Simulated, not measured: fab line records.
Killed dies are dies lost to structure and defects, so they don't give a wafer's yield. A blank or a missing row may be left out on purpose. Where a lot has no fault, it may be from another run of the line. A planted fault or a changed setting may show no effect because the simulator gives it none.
Matching of chambers | flow n5_finfet | 3 sister chambers for N5_BEOL_M10_CURE_72 on uv_cure-03
The step cures SiCOH lowk, time 120 s. 42 wafers are shown with their chamber, then 12 later ones without.

EACH WAFER AND ITS CHAMBER
wafer  | chamber | wafer_temp_C_max | lamp_power_pct (%)
L074.1 | 2       | 371.7            | 52.25
L074.2 | 2       | 371.5            | 52.35
L074.3 | 2       | 372.0            | 52.19
L074.4 | 2       | 372.2            | 52.36
L074.5 | 2       | 373.5            | 52.29
L074.6 | 2       | 371.8            | 52.37
L076.1 | 2       | 372.0            | 52.38
L076.3 | 2       | 371.4            | 52.40
L076.4 | 2       | 372.1            | 52.32
L076.2 | 2       | 372.2            | 52.33
L076.5 | 2       | 371.9            | 52.25
L076.6 | 2       | 372.2            | 52.23
L077.1 | 1       | 371.3            | 52.46
L077.2 | 1       | 370.8            | 52.37
L077.5 | 1       | 371.3            | 52.33
L078.2 | 0       | 371.6            | 52.29
L078.4 | 0       | 371.7            | 52.19
L078.6 | 0       | 371.1            | 52.34
L079.1 | 0       | 372.1            | 52.27
L079.2 | 0       | 371.1            | 52.36
L079.4 | 0       | 371.8            | 52.36
L080.2 | 0       | 372.1            | 52.31
L080.3 | 0       | 371.1            | 52.35
L080.6 | 0       | 371.4            | 52.32
L081.1 | 2       | 372.1            | 52.24
L081.3 | 2       | 371.3            | 52.37
L081.6 | 2       | 371.8            | 52.30
L086.1 | 0       | 371.5            | 52.39
L086.5 | 0       | 371.6            | 52.29
L086.6 | 0       | 371.9            | 52.26
L086.2 | 0       | 371.5            | 52.35
L086.3 | 0       | 371.0            | 52.30
L086.4 | 0       | 371.8            | 52.27
L085.1 | 0       | 371.8            | 52.29
L085.4 | 0       | 371.5            | 52.31
L085.5 | 0       | 371.3            | 52.22
L085.2 | 0       | 371.8            | 52.33
L085.3 | 0       | 372.3            | 52.32
L085.6 | 0       | 371.7            | 52.28
L087.4 | 0       | 372.2            | 52.39
L087.5 | 0       | 372.4            | 52.33
L087.6 | 0       | 371.7            | 52.29

SIGNATURES (averages over the wafers above)
reading          | chamber 0 | chamber 1 | chamber 2 | scatter within a chamber
wafer_temp_C_max | 371.667   | 371.133   | 371.980   | 0.432
lamp_power_pct   | 52.3088   | 52.3867   | 52.3087   | 0.0556
Rule: a wafer's distance from a chamber is the root of the sum, over the readings, of the square of ((its reading less the chamber's mean) divided by the reading's scatter). The wafer belongs to the nearest chamber; if the next one is less than 2 further off, it can't be placed. The scatter: take each reading less its chamber's mean, square it, sum over the shown wafers, divide by the number of wafers less the number of chambers, and take the root.

WAFERS WITHOUT THEIR CHAMBER
wafer  | wafer_temp_C_max | lamp_power_pct (%)
L089.2 | 370.4            | 52.23
L089.3 | 370.9            | 52.37
L089.6 | 370.9            | 52.35
L090.1 | 372.2            | 52.34
L090.2 | 371.6            | 52.36
L090.3 | 372.7            | 52.22
L090.4 | 371.8            | 52.32
L090.5 | 371.9            | 52.35
L090.6 | 372.4            | 52.31
L091.1 | 372.1            | 52.36
L091.4 | 371.6            | 52.41
L091.5 | 371.9            | 52.37

WHICH CHAMBER EACH ONE RAN IN
wafer  | from the rows above          | in truth
L089.2 | can't be placed: 0 or 1 or 2 | 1
L089.3 | can't be placed: 1 or 0      | 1
L089.6 | can't be placed: 1 or 0 or 2 | 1
L090.1 | can't be placed: 2 or 0 or 1 | 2
L090.2 | can't be placed: 0 or 1 or 2 | 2
L090.3 | can't be placed: 2 or 0      | 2
L090.4 | can't be placed: 0 or 2 or 1 | 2
L090.5 | can't be placed: 2 or 0 or 1 | 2
L090.6 | can't be placed: 2 or 0      | 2
L091.1 | can't be placed: 2 or 0 or 1 | 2
L091.4 | can't be placed: 1 or 0 or 2 | 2
L091.5 | can't be placed: 2 or 0 or 1 | 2
Placed correctly: 0 of 12. From these rows, 12 cannot be placed; in 12 the true chamber is one of the candidates. Number placed wrongly: 0.
